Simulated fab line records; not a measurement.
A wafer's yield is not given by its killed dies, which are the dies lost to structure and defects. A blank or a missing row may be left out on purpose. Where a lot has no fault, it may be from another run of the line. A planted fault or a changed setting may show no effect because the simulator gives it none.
fab line records ; flow n5_finfet
[record] lots = 8; wafers = 24; last_day = 21
route steps=1938 shown PMOS_HMC_CHANNEL_EPI@89 FIN_SAQP@95 BEOL_M4@1111 PASSIVATION@1936
lots with no fault: from the same line, run without faults
start_h: hours from the record's first day to the start of the lot's first wafer shown ; wait_h: how many hours have passed since the lot's step before this one ; " identical to the entry in the row above ; L1.1+2: a row that stands for several wafers ; - no value present, or no start provided ; * or withheld: withheld ; < > ~ a bound
route shown NAME@n: a module of which the file shows steps, and the number in the route of the first ; usual: mean and standard deviation over wafers with no fault ; same: alike in all rows ; chamber/n: place in a boat ; sites: the reading at each site ; _std_site: the values' standard deviation ; _edge_site: outer sites' mean less inner sites' ; radius_mm: how far each site lies from the wafer's centre ; mask NAME#n: copy n ; behind: tool/chamber where the wafer was last shaped ; hold: what put the lot on hold/how long, in hours/how the hold closed ; device: which transistor (n, p or np) failed to switch ; end of line: tests run on the same wafers once the route is complete ; where a step has no rows: the recipe by itself ; killed: dies lost to structure and defects at the first sort, not the wafer's yield ; map: shows each die of a wafer: x if killed, . if not, _ if none is there
set.NAME: the setting the step ran with; set.NAME@STEP: the setting that earlier step ran with ; model.NAME: the simulator's own value behind a step, which no gauge read
a sample of lots followed through the steps of the route, with each step as a table and each wafer as a row
services: from which hour (start_h, from the record's first day; less than 0 if before it) a tool's chamber was out of use, for how many hours, and why
[[steps]]
[step N5_PMOS_HMC_CHANNEL_EPI_INSPECT_30]
[recipe] inspect_instrument = darkfield; mode = post_epi
[usual] raw_defect_count = 20/7.1
lot.wafer;tool;chamber;start_h;wait_h;raw_defect_count
L709.2;defect_inspect-02;-;45.15;0.0;16
L709.4;defect_inspect-02;-;45.15;0.0;15
L709.6;defect_inspect-02;-;45.15;0.0;24
L710.2;defect_inspect-02;-;49.95;0.0;18
L710.3;defect_inspect-02;-;49.95;0.0;14
L710.4;defect_inspect-02;-;49.95;0.0;13
L721.2;defect_inspect-01;-;116.42;0.0;9
L721.4;defect_inspect-01;-;116.42;0.0;23
L721.5;defect_inspect-01;-;116.42;0.0;8
L722.1;defect_inspect-01;-;122.15;0.0;19
L722.2;defect_inspect-01;-;122.15;0.0;27
L722.4;defect_inspect-01;-;122.15;0.0;12
L724.1;defect_inspect-02;-;134.50;0.0;11
L724.5;defect_inspect-02;-;134.50;0.0;17
L724.6;defect_inspect-02;-;134.50;0.0;23
L726.2;defect_inspect-02;-;146.39;0.0;20
L726.3;defect_inspect-02;-;146.39;0.0;30
L726.5;defect_inspect-02;-;146.39;0.0;23
L727.2;defect_inspect-01;-;152.87;0.0;15
L727.3;defect_inspect-01;-;152.87;0.0;16
L727.4;defect_inspect-01;-;152.87;0.0;21
L728.1;defect_inspect-01;-;159.13;0.0;21
L728.2;defect_inspect-01;-;159.13;0.0;13
L728.4;defect_inspect-01;-;159.13;0.0;19
[step N5_FIN_SAQP_DENSIFY_62]
[recipe] temp_c = 700; time_s = 60; ambient = N2; idle_temp_c = 600; ramp_up_c_per_s = 150; ramp_down_c_per_s = 60; cool_to_c = 600
[usual] lamp_power_pct = 9.86/0.05; wafer_temp_C_max = 703.3/0.62
lot.wafer;tool;chamber;start_h;wait_h;lamp_power_pct;wafer_temp_C_max
L709.2;rtp_anneal-01;0;45.53;0.1;9.83;703.1
L709.4;rtp_anneal-01;0;45.53;0.1;9.78;703.0
L709.6;rtp_anneal-01;0;45.53;0.1;9.81;702.9
L710.2;rtp_anneal-02;0;50.31;0.1;9.89;703.5
L710.3;rtp_anneal-02;0;50.31;0.1;9.84;704.4
L710.4;rtp_anneal-02;0;50.31;0.1;9.88;703.9
L721.2;rtp_anneal-02;0;116.77;0.1;9.88;703.4
L721.4;rtp_anneal-02;0;116.77;0.1;9.92;703.6
L721.5;rtp_anneal-02;0;116.77;0.1;9.89;702.8
L722.1;rtp_anneal-01;0;122.47;0.1;9.82;702.6
L722.2;rtp_anneal-01;0;122.47;0.1;9.85;703.4
L722.4;rtp_anneal-01;0;122.47;0.1;9.83;703.2
L724.1;rtp_anneal-02;0;134.83;0.1;9.89;702.9
L724.5;rtp_anneal-02;0;134.83;0.1;9.88;703.2
L724.6;rtp_anneal-02;0;134.83;0.1;9.84;703.8
L726.2;rtp_anneal-02;0;147.67;0.3;9.93;703.1
L726.3;rtp_anneal-02;0;147.67;0.3;9.84;704.1
L726.5;rtp_anneal-02;0;147.67;0.3;9.77;703.5
L727.2;rtp_anneal-02;0;153.45;0.1;9.89;703.7
L727.3;rtp_anneal-02;0;153.45;0.1;9.83;702.8
L727.4;rtp_anneal-02;0;153.45;0.1;9.90;702.6
L728.1;rtp_anneal-02;0;159.52;0.1;9.90;703.4
L728.2;rtp_anneal-02;0;159.52;0.1;9.77;704.4
L728.4;rtp_anneal-02;0;159.52;0.1;9.83;703.7
[step N5_FIN_SAQP_HM_DEP_03]
[recipe] material = SiNx; target_thk_a = 380; temp_c = 400; precursor = SiH4/NH3/N2; pressure_torr = 1.5; rf_w = 300; time_s = 33.6
[usual] heater_power_w = 781/97; rf_fwd_power_W = 297.5/1.2; showerhead_plenum_p_Torr = 5.12/0.068; throttle_valve_pct = 39.5/2.5
lot.wafer;tool;chamber;start_h;wait_h;heater_power_w;rf_fwd_power_W;showerhead_plenum_p_Torr;since_wet_clean_h;throttle_valve_pct
L709.2;pecvd-02;0;45.71;0.2;673;297.0;5.08;750;38.7
L709.4;pecvd-02;0;45.71;0.2;675;299.3;5.09;-;38.9
L709.6;pecvd-02;1;45.71;0.2;770;298.8;5.18;-;40.9
L710.2;pecvd-02;0;50.49;0.2;750;298.0;5.09;754;38.6
L710.3;pecvd-02;2;50.49;0.2;603;298.9;5.11;0;35.2
L710.4;pecvd-02;2;50.49;0.2;620;298.2;5.09;-;35.2
L721.2;pecvd-01;1;116.96;0.2;907;295.0;5.20;1727;40.9
L721.4;pecvd-01;2;116.96;0.2;840;298.5;5.01;-;37.6
L721.5;pecvd-01;2;116.96;0.2;866;298.2;5.00;-;37.2
L722.1;pecvd-02;2;122.69;0.2;579;299.0;5.11;73;35.4
L722.2;pecvd-02;1;122.69;0.2;754;297.4;5.17;1552;40.8
L722.4;pecvd-02;2;122.69;0.2;580;297.8;5.10;-;35.4
L724.1;pecvd-04;2;135.04;0.2;803;297.6;5.14;442;36.8
L724.5;pecvd-04;1;135.04;0.2;773;299.4;5.18;-;44.9
L724.6;pecvd-04;2;135.04;0.2;798;297.6;5.15;-;36.5
L726.2;pecvd-01;1;147.85;0.2;809;297.1;5.21;1758;40.8
L726.3;pecvd-01;0;147.85;0.2;826;296.9;5.02;1033;42.2
L726.5;pecvd-01;1;147.85;0.2;794;297.1;5.20;-;40.8
L727.2;pecvd-04;2;153.64;0.2;698;296.3;5.15;461;36.8
L727.3;pecvd-04;1;153.64;0.2;796;298.5;5.18;1945;44.9
L727.4;pecvd-04;0;153.64;0.2;935;298.2;5.12;-;38.6
L728.1;pecvd-02;2;159.73;0.2;611;299.2;5.09;110;35.9
L728.2;pecvd-02;0;159.73;0.2;784;295.4;5.08;864;39.0
L728.4;pecvd-02;0;159.73;0.2;769;297.3;5.09;-;39.0
[step N5_FIN_SAQP_PECVD_47]
[recipe] material = a-Si; target_thk_a = 450; temp_c = 400; precursor = SiH4/He; pressure_torr = 3; rf_w = 100; time_s = 36.3
[usual] chamber_pressure_Torr = 3.000/0.0071; heater_power_outer_w = 532/67; heater_power_w = 850/100; rf_fwd_power_W = 98.9/0.43; showerhead_plenum_p_Torr = 5.65/0.053; throttle_valve_pct = 18.1/1.2
lot.wafer;tool;chamber;start_h;wait_h;chamber_pressure_Torr;heater_power_outer_w;heater_power_w;rf_fwd_power_W;showerhead_plenum_p_Torr;since_wet_clean_h;throttle_valve_pct
L709.2;pecvd-01;0;45.87;0.0;2.999;614;932;98.5;5.58;931;18.9
L709.4;pecvd-01;2;45.87;0.0;3.004;491;842;98.7;5.57;-;17.4
L709.6;pecvd-01;0;45.87;0.0;3.007;624;912;98.7;5.57;-;19.1
L710.2;pecvd-04;1;50.62;0.0;2.986;510;834;99.0;5.69;1842;20.5
L710.3;pecvd-04;2;50.62;0.0;3.000;540;873;98.3;5.66;358;16.7
L710.4;pecvd-04;0;50.62;0.0;2.997;598;1033;98.7;5.66;-;17.9
L721.2;pecvd-02;0;117.11;0.0;-;-;-;-;-;-;-
L721.4;pecvd-02;1;117.11;0.0;-;-;-;-;-;-;-
L721.5;pecvd-02;2;117.11;0.0;-;-;-;-;-;-;-
L722.1;pecvd-01;1;122.81;0.0;-;-;-;-;-;-;-
L722.2;pecvd-01;2;122.81;0.0;-;-;-;-;-;-;-
L722.4;pecvd-01;2;122.81;0.0;-;-;-;-;-;-;-
L724.1;pecvd-01;1;135.17;0.0;3.000;551;907;98.3;5.72;1745;18.5
L724.5;pecvd-01;2;135.17;0.0;3.000;508;877;99.1;5.57;-;17.0
L724.6;pecvd-01;0;135.17;0.0;3.003;552;805;99.3;5.58;-;19.2
L726.2;pecvd-02;0;147.98;0.0;3.001;542;826;98.6;5.62;852;17.8
L726.3;pecvd-02;2;147.98;0.0;2.995;416;649;98.9;5.65;98;16.3
L726.5;pecvd-02;2;147.98;0.0;2.992;419;649;99.2;5.63;-;16.2
L727.2;pecvd-01;2;153.76;0.0;3.005;448;813;98.7;5.57;285;17.0
L727.3;pecvd-01;0;153.76;0.0;2.999;588;903;99.1;5.58;1039;19.1
L727.4;pecvd-01;1;153.76;0.0;2.996;548;893;97.7;5.74;-;18.4
L728.1;pecvd-02;2;159.86;0.0;3.008;344;567;99.7;5.64;110;16.5
L728.2;pecvd-02;1;159.86;0.0;3.004;560;893;99.5;5.70;1589;18.7
L728.4;pecvd-02;2;159.86;0.0;2.999;346;563;99.5;5.64;-;16.2
[step N5_FIN_SAQP_MANDREL_ETCH_58]
[recipe] chemistry = HBr/Cl2; target = a-Si; target_depth_a = 450; bt_time_s = 10; stop_on = SiNx; mask_material = SiO2; over_etch_frac = 0.8; time_s = 27; pressure_mtorr = 10; icp_w = 800; bias_w = 75; HBr_flow_sccm = 150; Cl2_flow_sccm = 80; ends = end_point
[usual] drypump_motor_current_A = 5.7/0.43; oes_product_au = 0.701/0.012; rf_fwd_power_W = 794.0/2.8; throttle_valve_pct = 35.5/0.34
lot.wafer;tool;chamber;start_h;wait_h;drypump_motor_current_A;oes_product_au;rf_fwd_power_W;rf_hours_counter_h;throttle_valve_pct
L709.2;rie_si-02;1;49.38;0.0;5.9;0.706;796.2;60;35.7
L709.4;rie_si-02;3;49.38;0.0;4.7;0.707;792.8;76;35.0
L709.6;rie_si-02;3;49.38;0.0;4.8;0.705;793.8;-;35.0
L710.2;rie_si-02;2;54.56;0.0;5.3;0.692;788.9;74;35.2
L710.3;rie_si-02;1;54.56;0.0;5.9;0.705;798.6;60;35.7
L710.4;rie_si-02;0;54.56;0.0;5.9;0.709;793.7;146;35.4
L721.2;rie_si-01;3;119.95;0.0;5.8;0.333;791.8;107;35.7
L721.4;rie_si-01;2;119.95;0.0;6.0;0.314;795.9;3;36.3
L721.5;rie_si-01;0;119.95;0.0;5.4;0.327;798.4;-;36.6
L722.1;rie_si-02;3;126.53;0.0;4.8;0.325;790.1;78;35.8
L722.2;rie_si-02;1;126.53;0.0;5.9;0.325;797.5;61;36.5
L722.4;rie_si-02;2;126.53;0.0;5.3;0.322;791.1;75;35.9
L724.1;rie_si-04;0;138.25;0.0;6.1;0.682;795.8;111;35.8
L724.5;rie_si-04;0;138.25;0.0;6.1;0.701;793.1;-;35.8
L724.6;rie_si-04;3;138.25;0.0;6.5;0.679;795.1;-;35.6
L726.2;rie_si-04;0;151.45;0.0;6.1;0.694;790.1;111;35.8
L726.3;rie_si-04;1;151.45;0.0;5.6;0.699;792.6;37;36.1
L726.5;rie_si-04;0;151.45;0.0;6.1;0.694;791.3;-;35.8
L727.2;rie_si-02;3;157.51;0.0;4.8;0.704;792.9;78;35.0
L727.3;rie_si-02;1;157.51;0.0;5.9;0.710;796.4;62;35.7
L727.4;rie_si-02;0;157.51;0.0;5.9;0.700;790.7;148;35.4
L728.1;rie_si-02;3;163.18;0.0;4.8;0.707;795.0;78;35.0
L728.2;rie_si-02;2;163.18;0.0;5.3;0.696;787.5;76;35.2
L728.4;rie_si-02;0;163.18;0.0;5.9;0.707;790.6;148;35.3
[step N5_FIN_SAQP_CD_MEAS_31]
[recipe] target_cd_nm = 8; landing_energy_ev = 1000; detector = se_inlens; polarity = line
[usual] cd_nm = 8.10/0.23
lot.wafer;tool;chamber;start_h;wait_h;cd_nm
L709.2;cd_sem-02;0;51.59;0.1;8.25
L709.4;cd_sem-02;0;51.59;0.1;8.41
L709.6;cd_sem-02;0;51.59;0.1;8.01
L710.2;cd_sem-03;0;56.00;0.1;8.04
L710.3;cd_sem-03;0;56.00;0.1;7.79
L710.4;cd_sem-03;0;56.00;0.1;7.84
L721.2;cd_sem-01;0;121.31;0.1;-
L721.4;cd_sem-01;0;121.31;0.1;-
L721.5;cd_sem-01;0;121.31;0.1;-
L722.1;cd_sem-01;0;127.98;0.1;-
L722.2;cd_sem-01;0;127.98;0.1;-
L722.4;cd_sem-01;0;127.98;0.1;-
L724.1;cd_sem-02;0;139.61;0.1;7.99
L724.5;cd_sem-02;0;139.61;0.1;8.42
L724.6;cd_sem-02;0;139.61;0.1;8.24
L726.2;cd_sem-03;0;153.44;0.1;8.23
L726.3;cd_sem-03;0;153.44;0.1;8.33
L726.5;cd_sem-03;0;153.44;0.1;7.84
L727.2;cd_sem-01;0;158.88;0.1;8.25
L727.3;cd_sem-01;0;158.88;0.1;8.35
L727.4;cd_sem-01;0;158.88;0.1;7.76
L728.1;cd_sem-01;0;164.57;0.1;8.14
L728.2;cd_sem-01;0;164.57;0.1;8.36
L728.4;cd_sem-01;0;164.57;0.1;8.64
[step N5_BEOL_M4_RC_MEAS_101]
[usual] DIBL_N = 37.1/2.6; DIBL_P = 38/3; IOFF_N = 0.18/0.052; IOFF_P = 0.25/0.06; ION_N = 678/15; ION_P = 467/8.6; SS_N = 71.7/0.73; SS_P = 73.7/0.89; VT_N = 249/4.3; VT_P = -248/3.8
lot.wafer;tool;chamber;start_h;wait_h;DIBL_N[mV/V];DIBL_P[mV/V];IOFF_N[nA/um];IOFF_P[nA/um];ION_N[uA/um];ION_P[uA/um];SS_N[mV/dec];SS_P[mV/dec];VT_N[mV];VT_P[mV]
L710.2;prober-02;0;273.11;0.2;34.7;34;0.13;0.22;659;464;71.6;73.4;251;-247
L710.3;prober-02;0;273.11;0.2;33.9;33;0.12;0.19;661;461;71.3;72.3;253;-251
L710.4;prober-02;0;273.11;0.2;34.8;35;0.13;0.23;674;475;71.1;72.6;255;-246
L709.2;prober-02;0;282.47;0.2;40.6;39;0.20;0.30;661;466;73.0;74.1;248;-244
L709.4;prober-02;0;282.47;0.2;38.6;38;0.19;0.30;674;477;71.6;74.0;247;-243
L709.6;prober-02;0;282.47;0.2;39.5;37;0.19;0.26;692;475;71.4;73.9;248;-247
L724.1;prober-01;0;348.65;0.0;35.4;38;0.15;0.20;669;457;71.1;73.4;253;-252
L724.5;prober-01;0;348.65;0.0;36.7;39;0.18;0.22;688;465;71.8;73.7;246;-252
L724.6;prober-01;0;348.65;0.0;35.1;38;0.15;0.21;669;460;71.3;73.4;251;-251
L727.2;prober-02;0;367.82;0.2;36.5;39;0.19;0.26;704;484;71.2;74.6;244;-243
L727.3;prober-02;0;367.82;0.2;37.0;39;0.19;0.26;674;462;72.0;73.8;248;-248
L727.4;prober-02;0;367.82;0.2;38.3;41;0.23;0.30;700;477;71.3;74.7;245;-248
L728.1;prober-02;0;375.35;0.0;39.7;42;0.26;0.32;694;474;72.8;75.2;241;-245
L728.2;prober-02;0;375.35;0.0;40.2;42;0.25;0.33;682;475;72.6;74.5;246;-245
L728.4;prober-02;0;375.35;0.0;38.0;39;0.22;0.26;681;466;72.4;74.2;245;-246
L726.2;prober-01;0;402.72;0.2;43.7;45;0.34;0.39;692;472;73.6;75.9;243;-243
L726.3;prober-01;0;402.72;0.2;38.2;38;0.18;0.24;696;478;71.0;73.4;249;-248
L726.5;prober-01;0;402.72;0.2;37.7;37;0.17;0.23;677;467;71.5;74.3;250;-248
[step N5_PASSIVATION_PROBE_49]
[usual] defect_limited_yield = 91.4/1.4; killed_at_M0_to_M3 = 34/9.1; killed_at_M4_up = 14/5.2; killed_at_contacts = 12/6.4; killed_at_front_end = 38/11; killed_at_other = 3.7/2.8; killed_dies = 102/17; killed_on_rim = 14/3.9; killed_open = 68/13; killed_short = 32/7.8; sort_bin_4_leakage = 0.05/0.3; sort_bin_5_function = 5.1/1; sort_bin_6_memory = 3.2/0.66; sort_n_pass = 1076/19; sort_yield_pct = 91.2/1.6
[same] gross_dies = 1180; killed_at_back_side = 0; sort_bin_8_speed[%] = 0
lot.wafer;tool;chamber;start_h;wait_h;defect_limited_yield[%];killed_at_M0_to_M3;killed_at_M4_up;killed_at_contacts;killed_at_front_end;killed_at_other;killed_dies;killed_on_rim;killed_open;killed_short;sort_bin_4_leakage[%];sort_bin_5_function[%];sort_bin_6_memory[%];sort_n_pass;sort_yield_pct[%]
L710.2;prober-01;-;387.60;0.1;91.9;34;15;1;44;2;96;15;65;30;0;4.6;3.3;1084;91.9
L710.3;prober-01;-;387.65;0.1;90.8;31;10;16;50;1;108;14;64;42;0;6.2;2.5;1072;90.8
L710.4;prober-01;-;387.70;0.2;87.9;48;20;15;52;8;143;19;92;51;0;7.4;4.3;1037;87.9
L709.2;prober-02;-;391.20;0.1;91.1;27;18;9;47;4;105;9;73;32;0;5.0;3.6;1075;91.1
L709.4;prober-02;-;391.30;0.2;89.5;24;21;31;48;0;124;18;89;35;0;6.6;3.6;1056;89.5
L709.6;prober-02;-;391.40;0.3;90.9;19;18;20;48;2;107;10;78;29;0;5.9;2.8;1073;90.9
L722.1;prober-01;-;436.11;0.0;0;5;1;0;1174;0;1180;152;5;10;0;74.5;3.9;0;0
L722.2;prober-01;-;436.16;0.1;0;5;4;4;1167;0;1180;152;18;6;0;74.1;2.3;0;0
L722.4;prober-01;-;436.26;0.2;0;8;4;1;1167;0;1180;152;16;4;0;72.5;2.8;0;0
L721.2;prober-01;-;449.17;0.1;0;9;4;2;1165;0;1180;152;16;4;0;73.1;4.1;0;0
L721.4;prober-01;-;449.27;0.2;0;8;1;0;1171;0;1180;152;13;6;0;72.9;2.9;0;0
L721.5;prober-01;-;449.32;0.2;0;13;4;6;1157;0;1180;152;17;11;0;73.5;3.2;0;0
L724.1;prober-01;-;450.88;0.0;90.7;46;19;9;33;3;110;20;81;28;0;5.3;3.6;1070;90.7
L724.5;prober-01;-;451.08;0.2;88.6;39;20;16;60;0;135;18;100;34;0;6.8;4.3;1045;88.6
L724.6;prober-01;-;451.13;0.3;87.5;52;16;24;53;3;148;17;98;46;0;8.1;4.2;1032;87.5
L728.1;prober-01;-;477.15;0.0;92.5;28;9;14;31;7;89;8;68;21;0;4.2;3.1;1091;92.5
L728.2;prober-01;-;477.20;0.1;91.9;38;13;20;17;7;95;7;66;29;0;5.7;2.3;1085;91.9
L728.4;prober-01;-;477.30;0.2;93.2;35;9;9;26;1;80;13;54;26;0;4.3;2.3;1100;93.2
L727.2;prober-02;-;478.31;0.1;91.6;49;13;5;23;9;99;14;67;32;0;4.8;3.3;1081;91.6
L727.3;prober-02;-;478.36;0.1;92.2;36;15;12;28;1;92;22;70;22;0;4.7;3.0;1088;92.2
L727.4;prober-02;-;478.41;0.2;90.3;47;11;7;43;6;114;10;86;28;0;6.2;3.1;1066;90.3
// killed by level:class
L710.2 STI_FIN_REVEAL:geometric_particle:open=8 DUMMY_GATE:geometric_particle:open=8 BEOL_M0_SAQP:geometric_particle:open=8 BEOL_M0_SAQP:geometric_particle:short=7 BEOL_M1:geometric_particle:open=7 FIN_SAQP:geometric_particle:short=6 BEOL_M3:geometric_particle:open=6 BEOL_M2:geometric_particle:open=5
L710.3 STI_FIN_REVEAL:geometric_particle:open=19 MOL_CONTACT_COAG:geometric_particle:open=12 FIN_SAQP:geometric_particle:short=9 BEOL_M1:geometric_particle:open=7 BEOL_M2:geometric_particle:open=6 MOL_CONTACT_COAG:geometric_particle:short=4 DUMMY_GATE:geometric_particle:open=4 BEOL_M3:geometric_particle:short=4
L710.4 STI_FIN_REVEAL:geometric_particle:open=16 FIN_SAQP:geometric_particle:short=13 MOL_CONTACT_COAG:geometric_particle:open=13 BEOL_M1:geometric_particle:open=11 BEOL_M4:geometric_particle:open=11 BEOL_M0_SAQP:geometric_particle:short=8 BEOL_M0_SAQP:geometric_particle:open=6 BEOL_M3:geometric_particle:open=6
L709.2 STI_FIN_REVEAL:geometric_particle:open=18 FIN_SAQP:geometric_particle:open=8 MOL_CONTACT_COAG:geometric_particle:open=8 BEOL_M4:geometric_particle:open=7 GATE_CUT:geometric_particle:short=5 BEOL_M1:geometric_particle:open=5 BEOL_M2:geometric_particle:open=5 BEOL_M5:geometric_particle:open=4
L709.4 MOL_CONTACT_COAG:geometric_particle:open=24 FIN_SAQP:geometric_particle:open=11 STI_FIN_REVEAL:geometric_particle:open=8 BEOL_M5:geometric_particle:open=8 DUMMY_GATE:geometric_particle:open=7 MOL_CONTACT_COAG:geometric_particle:short=7 BEOL_M0_SAQP:geometric_particle:short=6 BEOL_M0_SAQP:geometric_particle:open=6
L709.6 FIN_SAQP:geometric_particle:open=19 MOL_CONTACT_COAG:geometric_particle:open=18 FIN_SAQP:geometric_particle:short=7 STI_FIN_REVEAL:geometric_particle:open=7 BEOL_M0_SAQP:geometric_particle:short=6 DUMMY_GATE:geometric_particle:open=5 BEOL_M5:geometric_particle:open=4 BEOL_M3:geometric_particle:open=4
L722.1 FIN_SAQP:lost_pattern=1158 FIN_SAQP:area_pecvd=7 FIN_SAQP:geometric_particle:short=3 FIN_SAQP:geometric_particle:open=2 STI_FIN_REVEAL:geometric_particle:short=2 BEOL_M0_SAQP:geometric_particle:short=2 BEOL_M3:geometric_particle:short=2 STI_FIN_REVEAL:geometric_particle:open=1
L722.2 FIN_SAQP:lost_pattern=1152 STI_FIN_REVEAL:geometric_particle:open=4 FIN_SAQP:area_pecvd=4 MOL_CONTACT_COAG:geometric_particle:open=3 FIN_SAQP:geometric_particle:short=2 BEOL_M5:geometric_particle:open=2 FIN_SAQP:geometric_particle:open=1 DUMMY_GATE:geometric_particle:open=1
L722.4 FIN_SAQP:lost_pattern=1156 FIN_SAQP:area_pecvd=4 FIN_SAQP:geometric_particle:open=3 BEOL_M3:geometric_particle:open=3 STI_FIN_REVEAL:geometric_particle:open=2 BEOL_M0_SAQP:geometric_particle:short=2 BEOL_M0_SAQP:geometric_particle:open=2 BEOL_M7:geometric_particle:open=2
L721.2 FIN_SAQP:lost_pattern=1155 BEOL_M2:geometric_particle:open=5 FIN_SAQP:area_pecvd=5 MOL_CONTACT_COAG:geometric_particle:open=2 BEOL_M5:geometric_particle:open=2 FIN_SAQP:geometric_particle:open=1 STI_FIN_REVEAL:geometric_particle:open=1 DUMMY_GATE:geometric_particle:open=1
L721.4 FIN_SAQP:lost_pattern=1154 FIN_SAQP:area_pecvd=7 FIN_SAQP:geometric_particle:open=3 GATE_CUT:geometric_particle:short=3 BEOL_M3:geometric_particle:open=3 BEOL_M2:geometric_particle:open=2 STI_FIN_REVEAL:geometric_particle:short=1 STI_FIN_REVEAL:geometric_particle:open=1
L721.5 FIN_SAQP:lost_pattern=1148 BEOL_M0_SAQP:geometric_particle:short=5 MOL_CONTACT_COAG:geometric_particle:open=4 FIN_SAQP:area_pecvd=4 BEOL_M2:geometric_particle:open=3 BEOL_M4:geometric_particle:open=3 MOL_CONTACT_COAG:geometric_particle:short=2 FIN_SAQP:geometric_particle:short=1
L724.1 BEOL_M0_SAQP:geometric_particle:open=13 BEOL_M4:geometric_particle:open=11 STI_FIN_REVEAL:geometric_particle:open=10 BEOL_M1:geometric_particle:open=9 MOL_CONTACT_COAG:geometric_particle:open=8 BEOL_M0_SAQP:geometric_particle:short=7 BEOL_M2:geometric_particle:open=6 DUMMY_GATE:geometric_particle:open=5
L724.5 FIN_SAQP:geometric_particle:open=15 STI_FIN_REVEAL:geometric_particle:open=15 BEOL_M2:geometric_particle:open=13 MOL_CONTACT_COAG:geometric_particle:open=12 FIN_SAQP:geometric_particle:short=11 BEOL_M1:geometric_particle:open=10 BEOL_M4:geometric_particle:open=9 BEOL_M3:geometric_particle:open=6
L724.6 MOL_CONTACT_COAG:geometric_particle:open=16 BEOL_M1:geometric_particle:open=15 BEOL_M2:geometric_particle:open=12 FIN_SAQP:geometric_particle:open=10 BEOL_M3:geometric_particle:open=9 STI_FIN_REVEAL:geometric_particle:open=8 MOL_CONTACT_COAG:geometric_particle:short=8 STARTING-WAFER:geometric_particle:open=7
L728.1 MOL_CONTACT_COAG:geometric_particle:open=12 FIN_SAQP:geometric_particle:open=9 BEOL_M3:geometric_particle:open=8 FIN_SAQP:geometric_particle:short=6 BEOL_M2:geometric_particle:open=6 STARTING-WAFER:geometric_particle:open=5 BEOL_M0_SAQP:geometric_particle:open=4 BEOL_M1:geometric_particle:open=4
L728.2 MOL_CONTACT_COAG:geometric_particle:open=17 BEOL_M0_SAQP:geometric_particle:short=10 BEOL_M0_SAQP:geometric_particle:open=10 BEOL_M3:geometric_particle:open=9 BEOL_M4:geometric_particle:open=5 FIN_SAQP:geometric_particle:short=3 FIN_SAQP:geometric_particle:open=3 STI_FIN_REVEAL:geometric_particle:open=3
L728.4 BEOL_M0_SAQP:geometric_particle:open=9 FIN_SAQP:geometric_particle:short=8 FIN_SAQP:geometric_particle:open=7 MOL_CONTACT_COAG:geometric_particle:open=7 BEOL_M3:geometric_particle:open=7 STI_FIN_REVEAL:geometric_particle:open=6 BEOL_M0_SAQP:geometric_particle:short=6 BEOL_M2:geometric_particle:open=3
L727.2 BEOL_M2:geometric_particle:open=13 BEOL_M1:geometric_particle:open=11 BEOL_M0_SAQP:geometric_particle:open=8 STI_FIN_REVEAL:geometric_particle:open=7 BEOL_M4:geometric_particle:open=7 GATE_CUT:geometric_particle:short=6 PASS1_CAP:geometric_particle:short=6 BEOL_M3:geometric_particle:open=5
L727.3 STI_FIN_REVEAL:geometric_particle:open=12 BEOL_M2:geometric_particle:open=12 MOL_CONTACT_COAG:geometric_particle:open=10 BEOL_M3:geometric_particle:open=7 BEOL_M4:geometric_particle:open=6 BEOL_M0_SAQP:geometric_particle:open=5 GATE_CUT:geometric_particle:short=4 BEOL_M5:geometric_particle:open=4
L727.4 STI_FIN_REVEAL:geometric_particle:open=20 BEOL_M2:geometric_particle:open=13 BEOL_M3:geometric_particle:open=8 MOL_CONTACT_COAG:geometric_particle:open=7 BEOL_M0_SAQP:geometric_particle:short=7 BEOL_M0_SAQP:geometric_particle:open=7 FIN_SAQP:geometric_particle:open=5 BEOL_M1:geometric_particle:open=5
[[services]]
tool;chamber;start_h;hours;kind
pecvd-01;-;25.99;4.0;repair
pecvd-04;0;35.93;7.1;repair
pecvd-04;-;60.31;0.6;repair
rie_si-01;3;60.56;6.1;repair
pecvd-04;0;61.29;5.5;scheduled_down
rie_si-01;2;66.22;8.1;repair
pecvd-02;2;74.09;2.1;scheduled_down
pecvd-02;-;82.07;9.8;repair
rie_si-01;0;88.52;5.4;repair
pecvd-01;0;99.05;20.3;repair
pecvd-01;0;119.40;5.5;scheduled_down
pecvd-04;2;121.92;5.5;scheduled_down
pecvd-04;-;127.98;6.0;pm
pecvd-04;2;142.11;4.0;repair
rie_si-01;2;145.67;10.1;repair
[[key]]
[first_sign] step = N5_FIN_SAQP_PECVD_47; reading = tool_record; direction = missing
[effect] step = N5_FIN_SAQP_MANDREL_ETCH_58; reading = oes_product_au; direction = down; sigmas = 30; usual = 0.701; struck = 0.324
[effect] step = N5_FIN_SAQP_CD_MEAS_31; reading = cd_nm; direction = missing
[effect] step = N5_PASSIVATION_PROBE_49; reading = killed_at_front_end; direction = up; sigmas = 98; usual = 38; struck = 1167
met_at N5_FIN_SAQP_PECVD_47
struck_lots L721,L722
later_rows_left_out L721.2,L721.4,L721.5,L722.1,L722.2,L722.4
not_acting_at N5_PMOS_HMC_CHANNEL_EPI_INSPECT_30,N5_FIN_SAQP_DENSIFY_62,N5_FIN_SAQP_HM_DEP_03
onset_between 45.87 117.11
[fault] kind = skipped_step_whole; tool = pecvd-01,pecvd-02; chamber = -; onset_h = 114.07; steps = N5_FIN_SAQP_PECVD_47; scope = struck_lots_only
// later_rows_left_out: the simulator's readings of these wafers behind a module that went badly wrong aren't trusted and aren't shown, but for the sort
